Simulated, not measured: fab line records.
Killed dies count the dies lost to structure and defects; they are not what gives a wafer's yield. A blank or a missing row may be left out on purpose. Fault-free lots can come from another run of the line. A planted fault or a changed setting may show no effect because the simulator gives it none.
Which tool is to blame? -- flow nand harc -- Sampling: 12 lots, 36 wafers, 2 of 1302 route steps

WHAT THE GAUGES SHOWED, per wafer
NHARC_A_SLIT_CD_MEAS_21.
lot,measured,on,cd nm (nm)
L075,day 20 10:49,cd sem-02,290.3 290.1 290.5
L078,day 22 10:32,cd sem-03,288.9 287.9 290.2
L081,day 22 16:46,cd sem-02,289.0 289.0 289.0
L080,day 22 22:59,cd sem-02,290.2 290.0 290.2
L083,day 24 04:10,cd sem-02,290.3 288.9 290.0
L085,day 25 08:51,cd sem-02,290.8 289.9 290.8
L089,day 26 00:50,cd sem-03,290.1 290.2 290.4
L090,day 26 04:38,cd sem-02,290.3 288.6 290.4
L092,day 27 02:37,cd sem-01,289.6 291.5 291.2
L094,day 27 20:07,cd sem-01,289.1 290.6 290.9
L095,day 29 08:11,cd sem-01,290.7 290.0 289.8
L097,day 29 21:01,cd sem-02,289.3 290.4 291.2

WHICH TOOL RAN EACH LOT (tool, then ch and the chambers of the sampled wafers, then the start)
lot,NHARC_A_SLIT_ETCH_24
L075,"rie diel-12 ch 0,1,2, day 20 02:17"
L078,"rie diel-08 ch 2,3, day 22 04:16"
L081,"rie diel-08 ch 1,2, day 22 10:34"
L080,"rie diel-02 ch 0,2, day 22 16:38"
L083,"rie diel-02 ch 1,2,3, day 23 21:59"
L085,"rie diel-08 ch 1,2,3, day 25 02:41"
L089,"rie diel-12 ch 0,2, day 25 16:23"
L090,"rie diel-02 ch 0,1,3, day 25 19:49"
L092,"rie diel-02 ch 1,3, day 26 20:16"
L094,"rie diel-02 ch 0,1, day 27 13:52"
L095,"rie diel-02 ch 2,3, day 28 22:08"
L097,"rie diel-02 ch 2,3, day 29 14:48"
- NHARC_A_SLIT_ETCH_24: etches the open film in CF4/CHF3, target depth 121 nm, time 60.5 s.

THE ANSWER, worked out from the rows above alone
Rule: what is usual is taken from the lots themselves. Put in order of their means at a reading, lots are off if they are a third of the lots or fewer, leave a main group of 4 or more, and stand apart from it by a gap of 3 or more times the standard deviation of the main group's means; of several such gaps the widest counts. A main group is skipped when, at the precision printed for the reading in the tables above, its means are all equal. A lot without any number at a reading at which 4 lots or more have one is off too. Any other lot the step has rows for is counted as sound.
Nothing can be told from this: no lot is off at any reading shown.

WHAT WAS PUT IN BY THE SIMULATOR
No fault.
